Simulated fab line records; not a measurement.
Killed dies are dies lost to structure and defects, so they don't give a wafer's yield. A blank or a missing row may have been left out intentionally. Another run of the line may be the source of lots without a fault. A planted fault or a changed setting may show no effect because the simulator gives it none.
Split-lot experiment + flow n5-finfet + 21 wafers read from 7 lots, route of 1938 steps

== THE SPLIT ==
At N5_BEOL_M11_PECVD_70 (deposits SiO2 from TEOS/O2, target thk 20 nm, time 22.7 s), the setting temp-c was moved away from the recipe's 400 C on 4 of the 21 wafers read, by -4.2% to +3.1%. This setting was run at the recipe's value on the other wafers.

Reading taken at the split's own step.

== THE READING ==
SiO2_of_BEOL_M11_PECVD_70.thk-nm (the simulator's own value, which no gauge read), in nm, at N5_BEOL_M11_PECVD_70 (deposits SiO2 from TEOS/O2, target thk 20 nm, time 22.7 s). There is no usual value for it anywhere in the file. Here, 17 wafers ran the recipe; their average is 20.0 nm with a standard deviation of 0.3 nm.

| wafer  | tool, chamber at the split | temp-c as run, C | against the recipe | SiO2_of_BEOL_M11_PECVD_70.thk-nm, nm | against lot-mates on the recipe |
|--------|----------------------------|------------------|--------------------|--------------------------------------|---------------------------------|
| L074.2 | pecvd-04, 1,0              | 400              | recipe             | 19.6                                 | -                               |
| L074.3 | pecvd-04, 1,0              | 400              | recipe             | 19.6                                 | -                               |
| L074.5 | pecvd-04, 0                | 400              | recipe             | 19.8                                 | -                               |
| L077.2 | pecvd-04, 2,0              | 400              | recipe             | 19.8                                 | -                               |
| L077.3 | pecvd-04, 2,0              | 400              | recipe             | 19.8                                 | -                               |
| L077.5 | pecvd-04, 0                | 400              | recipe             | 20.2                                 | -                               |
| L087.1 | pecvd-02, 0                | 400              | recipe             | 20                                   | -                               |
| L087.4 | pecvd-02, 0                | 400              | recipe             | 20                                   | -                               |
| L087.2 | pecvd-02, 2                | 400              | recipe             | 19.6                                 | -                               |
| L088.1 | pecvd-04, 1                | 400              | recipe             | 19.6                                 | -                               |
| L088.3 | pecvd-04, 2                | 412.5            | +3.1%              | 17.8                                 | -1.9                            |
| L088.5 | pecvd-04, 0                | 400              | recipe             | 19.8                                 | -                               |
| L093.4 | pecvd-02, 0,2              | 408.9            | +2.2%              | 18.8                                 | -1.8                            |
| L093.6 | pecvd-02, 0,2              | 408.9            | +2.2%              | 18.8                                 | -1.8                            |
| L093.5 | pecvd-02, 1                | 400              | recipe             | 20.6                                 | -                               |
| L095.2 | pecvd-04, 1                | 400              | recipe             | 20.2                                 | -                               |
| L095.3 | pecvd-04, 0,2              | 400              | recipe             | 20.4                                 | -                               |
| L095.4 | pecvd-04, 0,2              | 400              | recipe             | 20.4                                 | -                               |
| L096.1 | pecvd-04, 0                | 400              | recipe             | 19.8                                 | -                               |
| L096.2 | pecvd-04, 2                | 400              | recipe             | 20                                   | -                               |
| L096.4 | pecvd-04, 1                | 383              | -4.2%              | 22.8                                 | +2.9                            |
The file does not say which wafer passed through which chamber wherever a row lists several chambers: such a row stands for several wafers.

THE FIT
A straight line over all 21 wafers: SiO2_of_BEOL_M11_PECVD_70.thk-nm changes by -0.637 nm for each +1% of temp-c; r = -0.95; the points scatter about the line by 0.3 nm.
The same after taking each lot's own level away (the mean of its wafers on the recipe; 21 wafers): -0.695 nm for each +1%; r = -0.99; scatter 0.16 nm.
According to that fit, moving temp-c by its largest amount changes the reading by 3 nm.
The lots' own levels span 19.67 to 20.60 nm, that is 3.1 times the standard deviation above.
So the lot-to-lot level changes the slope little: the two slopes agree.
Check: +2.99 nm against its lot-mates is what the line predicts for one of the wafers moved furthest among these (-4.2%) when that wafer is left out of the fit. Against them it came out at +2.9 nm.

== OTHER SPLITS APPLIED TO THESE WAFERS ==
These wafers also went through other splits before the reading. Each is held against what the fit with the lots' levels taken away leaves over:
| other split on the same wafers | wafers away from the commonest value | r with SiO2_of_BEOL_M11_PECVD_70.thk-nm (lot level and that fit taken away) |
|--------------------------------|--------------------------------------|-----------------------------------------------------------------------------|
| N5_BEOL_M3_EXPOSE_08 dose-mj   | 8                                    | +0.15                                                                       |
| N5_BEOL_M4_PECVD_72 time-s     | 3                                    | -0.09                                                                       |
| N5_BEOL_M5_COAT_60 spin-rpm    | 6                                    | +0.08                                                                       |
| N5_BEOL_M5_ETCH_72 bias-w      | 2                                    | +0.10                                                                       |
| N5_BEOL_M5_SPUTTER_48 time-s   | 9                                    | -0.30                                                                       |
| N5_BEOL_M7_ETCH_41 source-w    | 5                                    | -0.10                                                                       |
| N5_BEOL_M8_ALD_77 ald-cycles   | 9                                    | +0.13                                                                       |
| N5_BEOL_M10_ILD_DEP_00 time-s  | 9                                    | -0.07                                                                       |
| N5_BEOL_M10_ETCH_41 source-w   | 7                                    | -0.20                                                                       |

== FILE'S OWN FIT ==
SiO2_of_BEOL_M11_PECVD_70.thk-nm changes by -0.679 nm for each +1% of temp-c, r = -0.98.
